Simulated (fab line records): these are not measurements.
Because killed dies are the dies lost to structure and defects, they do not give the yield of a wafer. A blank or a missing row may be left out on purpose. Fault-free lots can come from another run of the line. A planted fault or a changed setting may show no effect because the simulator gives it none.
fab line records	flow n5-finfet	part 1 of 2: steps 1 to 15 of 25
record lots=5	wafers=15	last-day=18
route steps=1938 shown BEOL_M0_CUTY@707 BEOL_M0@715
lots untouched by any fault: they come from a run of this same line in which no faults occurred
start-h: hours from the record's first day to the start of the lot's first wafer shown	wait-h: hours from the lot's prior step to this one	" unchanged from the row above	L1.1+2: one row covering several wafers at once	- value missing, or start not given	* or withheld: withheld	< > ~ a bound
route shown NAME@n: a module of which the file shows steps, and the number in the route of the first	usual: mean/standard deviation of fault-free wafers	same: alike in all rows	chamber/n: place in a boat	sites: readings site by site	_std_site: their standard deviation	_edge_site: inner sites' mean taken away from outer sites' mean	radius-mm: how far each site lies from the wafer's centre	mask NAME#n: copy n	behind: tool/chamber where the wafer was last shaped	hold: cause of the lot's hold/its duration in hours/its outcome	device: the n, p or np transistor that did not switch	end of line: the route-end tests of the same wafers	for a step that has no rows: nothing shown but its recipe	killed: dies lost to structure and defects at the first sort, not the wafer's yield	map: dies across one wafer; x = killed, . = not, _ = none there
set.NAME: the setting that was run; set.NAME@STEP: the one run at that earlier step	model.NAME: the simulator's own value behind a step, which no gauge read
lots seen at some steps along the route; tables by step, rows by wafer
services: when a tool's chamber went out of use (start-h, in hours from the record's first day, below 0 if earlier), for how many hours, and the reason
## steps
# step N5_BEOL_M0_CUTY_DEVELOP_56
# recipe develop-time-s=30	developer=TMAH	resist=CAR-ArF-block	rinse-liquid=diw	dry=air-spin	dev-temp-c=23
# same develop-time-s=30
lot.wafer	tool	chamber	start-h	wait-h
L075.1+3+5	litho-track-01	0	-	-
L078.2+4+6	litho-track-02	0	-	-
L084.2+5+6	litho-track-01	0	-	-
L089.2+4+5	litho-track-04	0	-	-
L095.4+5+6	litho-track-01	0	-	-
# step N5_BEOL_M0_CUTY_CD_MEAS_57
# recipe target-cd-nm=200	landing-energy-ev=500	detector=se-inlens	polarity=line
# usual cd-nm=200.4/0.97
lot.wafer	tool	chamber	start-h	wait-h	cd-nm
L075.1	cd-sem-02	0	129.31	-	199.0
L075.3	"	0	"	"	200.5
L075.5	"	0	"	"	200.7
L078.2	cd-sem-02	0	135.97	-	200.1
L078.4	"	0	"	"	200.6
L078.6	"	0	"	"	200.9
L084.2	cd-sem-02	0	176.71	-	201.5
L084.5	"	0	"	"	201.7
L084.6	"	0	"	"	201.2
L089.2	cd-sem-02	0	210.98	-	201.2
L089.4	"	0	"	"	198.8
L089.5	"	0	"	"	199.6
L095.4	cd-sem-02	0	243.37	-	199.8
L095.5	"	0	"	"	199.6
L095.6	"	0	"	"	199.8
# step N5_BEOL_M0_CUTY_OVL_MEAS_58
# recipe points-per-wafer=44
# usual M0_ABLK_OVL=-0.7/0.74
lot.wafer	tool	chamber	start-h	wait-h	M0_ABLK_OVL[nm]
L075.1	overlay-02	0	129.34	0.0	-1.4
L075.3	"	0	"	"	-0.8
L075.5	"	0	"	"	-1.5
L078.2	overlay-01	0	136.00	0.0	-0.2
L078.4	"	0	"	"	-0.9
L078.6	"	0	"	"	-0.7
L084.2	overlay-02	0	176.74	0.0	-1.0
L084.5	"	0	"	"	-0.5
L084.6	"	0	"	"	-2.2
L089.2	overlay-02	0	211.01	0.0	-1.2
L089.4	"	0	"	"	-2.0
L089.5	"	0	"	"	-0.4
L095.4	overlay-02	0	243.42	0.0	0.9
L095.5	"	0	"	"	-0.1
L095.6	"	0	"	"	0.6
# step N5_BEOL_M0_CUTY_INSPECT_59
# recipe mode=adi	inspect-instrument=macro
# usual raw-defect-count=2.0/1.4
lot.wafer	tool	chamber	start-h	wait-h	raw-defect-count
L075.1	defect-inspect-01	-	129.36	0.0	3
L075.3	"	-	"	"	2
L075.5	"	-	"	"	5
L078.2	defect-inspect-01	-	136.02	0.0	3
L078.4	"	-	"	"	5
L078.6	"	-	"	"	4
L084.2	defect-inspect-02	-	176.77	0.0	0
L084.5	"	-	"	"	4
L084.6	"	-	"	"	1
L089.2	defect-inspect-01	-	211.03	0.0	3
L089.4	"	-	"	"	3
L089.5	"	-	"	"	4
L095.4	defect-inspect-01	-	243.44	0.0	1
L095.5	"	-	"	"	1
L095.6	"	-	"	"	2
# step N5_BEOL_M0_CUTY_DESCUM_61
# recipe chemistry=O2	time-s=7.9	source-power-w=50	bias-power-w=20	pressure-mtorr=20	rf-frequency-hz=2.712e+07	temp-c=40	resist=CAR-ArF-block	o2-flow-sccm=225
# usual drypump-motor-current-A=5.5/0.59	oes-product-au=0.82/0.076	rf-vpp-V=243.3/1.3	showerhead-plenum-p-Torr=2.10/0.067	throttle-valve-pct=20.37/0.24
lot.wafer	tool	chamber	start-h	wait-h	drypump-motor-current-A	oes-product-au	rf-hours-counter-h	rf-vpp-V	showerhead-plenum-p-Torr	throttle-valve-pct
L075.1	rie-diel-04	3	129.40	0.0	6.2	0.77	156	244.1	2.18	20.62
L075.3	"	2	"	"	4.9	0.69	224	241.1	1.97	20.45
L075.5	"	0	"	"	6.2	0.74	-	242.4	2.09	20.74
L078.2	rie-diel-03	2	136.05	0.0	5.0	0.87	43	242.2	2.06	20.61
L078.4	"	2	"	"	5.1	0.87	-	241.0	2.06	20.58
L078.6	"	1	"	"	4.7	0.88	-	244.0	2.03	20.43
L084.2	rie-diel-05	1	176.86	0.1	5.5	0.73	182	245.5	2.15	20.53
L084.5	"	2	"	"	6.6	0.86	-	242.9	2.12	20.18
L084.6	"	3	"	"	5.7	0.85	-	242.4	2.05	20.25
L089.2	rie-diel-05	2	211.16	0.1	6.6	0.83	65	245.0	2.11	20.18
L089.4	"	1	"	"	5.5	0.72	194	244.1	2.14	20.54
L089.5	"	3	"	"	5.7	0.83	-	242.3	2.04	20.24
L095.4	rie-diel-04	1	243.48	0.0	6.3	0.87	36	244.1	2.12	19.94
L095.5	"	3	"	"	6.1	0.74	-	243.4	2.17	20.69
L095.6	"	2	"	"	4.9	0.96	-	244.8	2.23	20.14
# step N5_BEOL_M0_CUTY_ETCH_62
# recipe chemistry=CF4	target=SiARC	mask-material=CAR-ArF-block	time-s=58.5	ion-energy-ev=80	pressure-mtorr=40	source-w=545	bias-w=36	Ar_flow_sccm=100	cf4-flow-sccm=100	ends=cleared
# usual drypump-motor-current-A=5.5/0.59	etch-rf-on-time-s=57.7/1.3	oes-product-au=0.71/0.066	rf-vpp-V=184.1/1.1	showerhead-plenum-p-Torr=2.16/0.069	throttle-valve-pct=15.59/0.25
lot.wafer	tool	chamber	start-h	wait-h	drypump-motor-current-A	etch-rf-on-time-s	oes-product-au	rf-hours-counter-h	rf-vpp-V	showerhead-plenum-p-Torr	throttle-valve-pct
L075.1	rie-diel-04	3	129.43	0.0	6.2	59.7	0.65	156	183.9	2.24	15.84
L075.3	"	2	"	"	4.9	60.2	0.59	224	182.0	2.05	15.80
L075.5	"	0	"	"	6.2	59.0	0.62	-	183.4	2.15	15.95
L078.2	rie-diel-03	2	136.09	0.0	5.1	56.4	0.75	43	182.4	2.10	15.52
L078.4	"	2	"	"	5.1	56.2	0.75	-	182.7	2.10	15.52
L078.6	"	1	"	"	4.7	57.8	0.74	-	184.2	2.09	15.63
L084.2	rie-diel-05	1	176.89	0.0	5.5	58.0	0.63	182	184.5	2.22	15.92
L084.5	"	2	"	"	6.6	55.7	0.74	-	184.6	2.17	15.34
L084.6	"	3	"	"	5.7	56.3	0.73	-	184.4	2.09	15.38
L089.2	rie-diel-05	2	211.19	0.0	6.6	55.9	0.73	65	184.3	2.17	15.36
L089.4	"	1	"	"	5.5	58.8	0.62	194	184.9	2.22	15.94
L089.5	"	3	"	"	5.7	57.3	0.71	-	182.1	2.08	15.39
L095.4	rie-diel-04	1	243.51	0.0	6.3	57.9	0.75	36	184.3	2.19	15.24
L095.5	"	3	"	"	6.2	59.6	0.63	-	185.0	2.22	15.93
L095.6	"	2	"	"	4.9	56.6	0.82	-	186.2	2.30	15.40
# step N5_BEOL_M0_CUTY_ETCH_63
# recipe chemistry=N2/H2	target=SOC	target-depth-a=827	overetch-a=165	mask-material=SiARC	temp-c=40	ion-energy-ev=200	time-s=124	pressure-mtorr=30	source-w=840	bias-w=150	n2-flow-sccm=200	h2-flow-sccm=200
# usual drypump-motor-current-A=5.6/0.59	oes-product-au=0.67/0.057	rf-vpp-V=524.3/2.4	showerhead-plenum-p-Torr=2.56/0.085	throttle-valve-pct=17.82/0.26
lot.wafer	tool	chamber	start-h	wait-h	drypump-motor-current-A	oes-product-au	rf-hours-counter-h	rf-vpp-V	showerhead-plenum-p-Torr	throttle-valve-pct
L075.1	rie-diel-04	3	129.48	0.0	6.2	0.64	156	527.5	2.65	17.99
L075.3	"	2	"	"	4.9	0.57	224	519.2	2.39	17.75
L075.5	"	0	"	"	6.2	0.60	-	522.5	2.53	18.12
L078.2	rie-diel-03	2	136.13	0.0	5.1	0.70	43	523.9	2.50	17.97
L078.4	"	2	"	"	5.1	0.70	-	522.3	2.50	17.96
L078.6	"	1	"	"	4.7	0.71	-	522.2	2.49	18.10
L084.2	rie-diel-05	1	176.94	0.0	5.5	0.61	182	526.7	2.64	18.10
L084.5	"	2	"	"	6.6	0.69	-	525.2	2.58	17.61
L084.6	"	3	"	"	5.7	0.69	-	521.1	2.48	17.55
L089.2	rie-diel-05	2	211.24	0.0	6.6	0.67	65	524.7	2.58	17.63
L089.4	"	1	"	"	5.5	0.60	194	527.6	2.63	18.11
L089.5	"	3	"	"	5.7	0.67	-	520.2	2.47	17.57
L095.4	rie-diel-04	1	243.56	0.0	6.3	0.72	36	525.8	2.60	17.41
L095.5	"	3	"	"	6.2	0.59	-	526.2	2.63	18.09
L095.6	"	2	"	"	4.9	0.77	-	529.0	2.70	17.38
# step N5_BEOL_M0_CUTY_STRIP_64
# recipe chemistry=N2/H2	temp-c=40	n2-flow-sccm=200	h2-flow-sccm=200	rf-frequency-hz=6e+07
lot.wafer	tool	chamber	start-h	wait-h
L075.1+3+5	rie-diel-04	3,2,0	129.59	0.1
L078.2+4+6	rie-diel-03	2,2,1	136.25	0.1
L084.2+5+6	rie-diel-05	1,2,3	177.05	0.1
L089.2+4+5	rie-diel-05	2,1,3	211.35	0.1
L095.4+5+6	rie-diel-04	1,3,2	243.67	0.1
# step N5_BEOL_M0_ETCH_138
# recipe chemistry=CH3F/O2	target-depth-a=120	target=SiCN	time-s=31.6	ion-energy-ev=120	pressure-mtorr=30	source-w=395	bias-w=75	Ar_flow_sccm=150	CH3F_flow_sccm=30	O2_flow_sccm=20	ends=cleared
# usual drypump-motor-current-A=5.5/0.59	etch-rf-on-time-s=29.0/0.88	oes-product-au=0.70/0.066	rf-vpp-V=297.7/1.6	showerhead-plenum-p-Torr=2.02/0.066	throttle-valve-pct=16.30/0.26
lot.wafer	tool	chamber	start-h	wait-h	drypump-motor-current-A	etch-rf-on-time-s	oes-product-au	rf-hours-counter-h	rf-vpp-V	showerhead-plenum-p-Torr	throttle-valve-pct
L075.1	rie-diel-04	3	129.60	0.0	6.1	29.3	0.65	156	298.1	2.09	16.52
L075.3	"	2	"	"	4.9	29.2	0.58	224	294.4	1.90	16.45
L075.5	"	0	"	"	6.2	29.4	0.63	-	296.0	2.01	16.71
L078.2	rie-diel-03	2	136.26	0.0	5.0	28.1	0.74	43	295.7	1.97	16.36
L078.4	"	2	"	"	5.1	28.1	0.74	-	297.8	1.97	16.36
L078.6	"	1	"	"	4.7	28.4	0.75	-	297.7	1.96	16.44
L084.2	rie-diel-05	1	177.06	0.0	5.5	29.5	0.62	182	299.9	2.08	16.60
L084.5	"	2	"	"	6.6	29.4	0.73	-	298.0	2.03	16.06
L084.6	"	3	"	"	5.7	28.8	0.72	-	295.3	1.93	16.01
L089.2	rie-diel-05	2	211.36	0.0	6.6	28.0	0.72	65	297.5	2.02	16.08
L089.4	"	1	"	"	5.5	29.6	0.62	194	300.5	2.07	16.62
L089.5	"	3	"	"	5.7	29.2	0.71	-	296.6	1.93	16.03
L095.4	rie-diel-04	1	243.68	0.0	6.2	29.4	0.75	36	297.1	2.06	16.00
L095.5	"	3	"	"	6.2	30.1	0.62	-	300.6	2.07	16.61
L095.6	"	2	"	"	4.9	28.4	0.82	-	298.7	2.14	16.08
# step N5_BEOL_M0_HM_OPEN_105
# recipe chemistry=Cl2/BCl3	target-depth-a=120	target=TiN	ion-energy-ev=150	pressure-mtorr=10	icp-w=1000	bias-w=126	Cl2_flow_sccm=53.25	bcl3-flow-sccm=21.75	Ar_flow_sccm=25
# usual drypump-motor-current-A=5.7/0.43	oes-product-au=0.78/0.12	throttle-valve-pct=21.9/0.3
lot.wafer	tool	chamber	start-h	wait-h	drypump-motor-current-A	oes-product-au	rf-hours-counter-h	throttle-valve-pct
L075.1	rie-metal-02	1	134.24	4.6	5.9	0.90	14	21.5
L075.3	"	1	"	"	5.9	0.90	-	21.5
L075.5	"	1	"	"	5.9	0.90	-	21.5
L078.2	rie-metal-03	0	137.31	1.0	5.5	0.82	25	21.8
L078.4	"	1	"	"	5.3	0.61	-	22.3
L078.6	"	0	"	"	5.5	0.81	-	21.9
L084.2	rie-metal-03	0	178.23	1.1	5.5	0.81	29	21.8
L084.5	"	0	"	"	5.4	0.81	-	21.8
L084.6	"	1	"	"	5.3	0.61	-	22.3
L089.2	rie-metal-01	1	213.66	2.3	6.0	0.71	-	22.1
L089.4	"	1	"	"	6.0	0.70	-	22.1
L089.5	"	1	"	"	6.0	0.71	-	22.1
L095.4	rie-metal-01	0	245.73	2.0	6.5	0.93	-	21.8
L095.5	"	1	"	"	6.0	0.70	-	22.2
L095.6	"	0	"	"	6.5	0.93	-	21.8
# step N5_BEOL_M0_STRIP_140
# recipe chemistry=CF4	resist=SiARC	power-w=300	bias-power-w=75	pressure-mtorr=50	cf4-flow-sccm=150	rf-frequency-hz=6e+07
# usual drypump-motor-current-A=5.4/0.58	oes-product-au=0.82/0.071	rf-vpp-V=271.1/1.6	showerhead-plenum-p-Torr=1.80/0.064	throttle-valve-pct=13.53/0.25
lot.wafer	tool	chamber	start-h	wait-h	drypump-motor-current-A	oes-product-au	rf-hours-counter-h	rf-vpp-V	showerhead-plenum-p-Torr	throttle-valve-pct
L075.1	rie-diel-04	0	134.57	0.3	6.2	0.73	174	270.1	1.79	13.89
L075.3	"	2	"	"	4.9	0.70	226	270.6	1.72	13.83
L075.5	"	2	"	"	4.9	0.70	-	270.8	1.72	13.83
L078.2	rie-diel-05	0	137.49	0.1	5.1	0.88	29	270.6	1.84	13.35
L078.4	"	1	"	"	5.5	0.74	167	271.3	1.87	13.86
L078.6	"	2	"	"	6.6	0.86	-	271.3	1.82	13.27
L084.2	rie-diel-03	1	178.40	0.1	4.7	0.83	58	268.1	1.74	13.58
L084.5	"	1	"	"	4.7	0.83	-	273.8	1.74	13.58
L084.6	"	2	"	"	5.1	0.82	-	269.0	1.74	13.41
L089.2	rie-diel-04	0	214.11	0.4	6.2	0.71	201	268.7	1.78	13.93
L089.4	"	1	"	"	6.3	0.88	-	274.2	1.82	13.12
L089.5	"	0	"	"	6.2	0.71	-	270.8	1.78	13.96
L095.4	rie-diel-03	3	245.85	0.1	5.1	0.82	54	267.7	1.76	13.35
L095.5	"	3	"	"	5.1	0.84	-	270.1	1.76	13.35
L095.6	"	0	"	"	5.7	0.89	-	273.7	1.90	13.45
# step N5_BEOL_M0_STRIP_104
# recipe chemistry=N2/H2	power-w=450	temp-c=40	pressure-mtorr=20	rf-frequency-hz=6e+07	overash-fraction=0.3	bias-power-w=7	h2-frac=0.5	n2-flow-sccm=200	h2-flow-sccm=200
# usual drypump-motor-current-A=5.5/0.58	oes-product-au=0.83/0.078	rf-vpp-V=59.1/1.6	showerhead-plenum-p-Torr=2.54/0.09	throttle-valve-pct=23.7/0.35
lot.wafer	tool	chamber	start-h	wait-h	drypump-motor-current-A	oes-product-au	rf-hours-counter-h	rf-vpp-V	showerhead-plenum-p-Torr	throttle-valve-pct
L075.1	rie-diel-04	0	134.59	0.0	6.2	0.74	174	58.6	2.52	23.9
L075.3	"	2	"	"	4.9	0.69	226	59.0	2.39	23.4
L075.5	"	2	"	"	4.9	0.68	-	59.2	2.39	23.4
L078.2	rie-diel-05	0	137.51	0.0	5.1	0.91	29	59.8	2.60	23.6
L078.4	"	1	"	"	5.5	0.73	167	58.9	2.64	23.9
L078.6	"	2	"	"	6.6	0.88	-	58.3	2.59	23.4
L084.2	rie-diel-03	1	178.42	0.0	4.7	0.86	58	59.0	2.48	24.2
L084.5	"	1	"	"	4.7	0.86	-	59.2	2.48	24.2
L084.6	"	2	"	"	5.1	0.85	-	57.6	2.49	24.1
L089.2	rie-diel-04	0	214.13	0.0	6.2	0.70	201	57.1	2.51	24.0
L089.4	"	1	"	"	6.3	0.88	-	57.2	2.60	23.1
L089.5	"	0	"	"	6.2	0.73	-	59.1	2.51	24.0
L095.4	rie-diel-03	3	245.87	0.0	5.1	0.84	54	58.8	2.46	23.4
L095.5	"	3	"	"	5.1	0.83	-	57.6	2.46	23.4
L095.6	"	0	"	"	5.7	0.90	-	59.9	2.70	23.6
# step N5_BEOL_M0_WET_ETCH_106
# recipe chemistry=DHF	dilution=10:1	temp-c=25	target=SiO2	target-depth-a=1300	dry=ipa-marangoni	rinse-time-s=30	rinse-temp-c=23
lot.wafer	tool	chamber	start-h	wait-h
L075.1+3+5	wet-bench-04	2,7,6	134.66	-
L078.2+4+6	wet-bench-06	3,1,5	137.58	-
L084.2+5+6	wet-bench-04	4,5,7	178.49	-
L089.2+4+5	wet-bench-02	7,1,5	214.19	-
L095.4+5+6	wet-bench-02	6,5,1	245.94	-
# step N5_BEOL_M0_ETCH_128
# recipe chemistry=CF4/N2	target-depth-a=120	overetch-a=51	target=SiCN	time-s=21.4	ion-energy-ev=150	pressure-mtorr=40	source-w=430	bias-w=70	Ar_flow_sccm=100	cf4-flow-sccm=60	n2-flow-sccm=60
# usual drypump-motor-current-A=5.6/0.61	oes-product-au=0.56/0.052	rf-vpp-V=382.2/1.8	showerhead-plenum-p-Torr=2.22/0.072	throttle-valve-pct=15.42/0.26
lot.wafer	tool	chamber	start-h	wait-h	drypump-motor-current-A	oes-product-au	rf-hours-counter-h	rf-vpp-V	showerhead-plenum-p-Torr	throttle-valve-pct
L075.1	rie-diel-03	2	134.99	0.3	5.0	0.59	42	380.8	2.17	15.37
L075.3	"	3	"	"	5.1	0.64	14	380.6	2.17	15.12
L075.5	"	1	"	"	4.7	0.60	-	379.1	2.16	15.49
L078.2	rie-diel-03	3	137.64	0.0	5.1	0.63	15	381.7	2.17	15.11
L078.4	"	3	"	"	5.1	0.62	-	381.4	2.17	15.12
L078.6	"	2	"	"	5.1	0.59	-	380.4	2.17	15.40
L084.2	rie-diel-05	3	178.58	0.0	5.7	0.56	57	379.9	2.15	15.18
L084.5	"	0	"	"	5.1	0.60	-	383.1	2.25	15.23
L084.6	"	3	"	"	5.7	0.58	-	380.2	2.15	15.19
L089.2	rie-diel-03	3	214.25	0.0	5.1	0.59	43	382.6	2.16	15.18
L089.4	"	2	"	"	5.1	0.57	72	380.3	2.16	15.43
L089.5	"	2	"	"	5.1	0.56	-	381.5	2.16	15.43
L095.4	rie-diel-04	0	246.00	0.0	6.2	0.49	214	381.2	2.19	15.86
L095.5	"	1	"	"	6.3	0.61	-	383.5	2.26	15.07
L095.6	"	0	"	"	6.2	0.49	-	380.4	2.19	15.86
# step N5_BEOL_M0_TRENCH_ETCH_107
# recipe chemistry=C4F6/O2	target-depth-a=328	target=SiOC	time-s=16.4	ion-energy-ev=250	pressure-mtorr=30	source-w=355	bias-w=185	Ar_flow_sccm=300	C4F6_flow_sccm=10	O2_flow_sccm=10
# usual drypump-motor-current-A=5.6/0.61	oes-product-au=0.83/0.085	rf-vpp-V=663/14	showerhead-plenum-p-Torr=2.86/0.091	throttle-valve-pct=20.91/0.27
lot.wafer	tool	chamber	start-h	wait-h	drypump-motor-current-A	oes-product-au	rf-hours-counter-h	rf-vpp-V	showerhead-plenum-p-Torr	throttle-valve-pct
L075.1	rie-diel-03	2	135.03	0.0	5.1	0.87	42	672	2.81	21.02
L075.3	"	3	"	"	5.1	0.92	14	684	2.80	20.61
L075.5	"	1	"	"	4.7	0.88	-	685	2.79	21.09
L078.2	rie-diel-03	3	137.68	0.0	5.1	0.90	15	685	2.80	20.62
L078.4	"	3	"	"	5.1	0.92	-	684	2.80	20.62
L078.6	"	2	"	"	5.1	0.87	-	672	2.81	21.04
L084.2	rie-diel-05	3	178.62	0.0	5.7	0.85	57	657	2.75	20.51
L084.5	"	0	"	"	5.1	0.87	-	665	2.90	20.63
L084.6	"	3	"	"	5.7	0.84	-	658	2.75	20.52
L089.2	rie-diel-03	3	214.29	0.0	5.1	0.87	43	684	2.79	20.66
L089.4	"	2	"	"	5.0	0.83	72	673	2.80	21.07
L089.5	"	2	"	"	5.1	0.84	-	671	2.80	21.06
L095.4	rie-diel-04	0	246.04	0.0	6.2	0.70	214	648	2.84	21.36
L095.5	"	1	"	"	6.3	0.87	-	668	2.93	20.64
L095.6	"	0	"	"	6.2	0.69	-	647	2.84	21.34
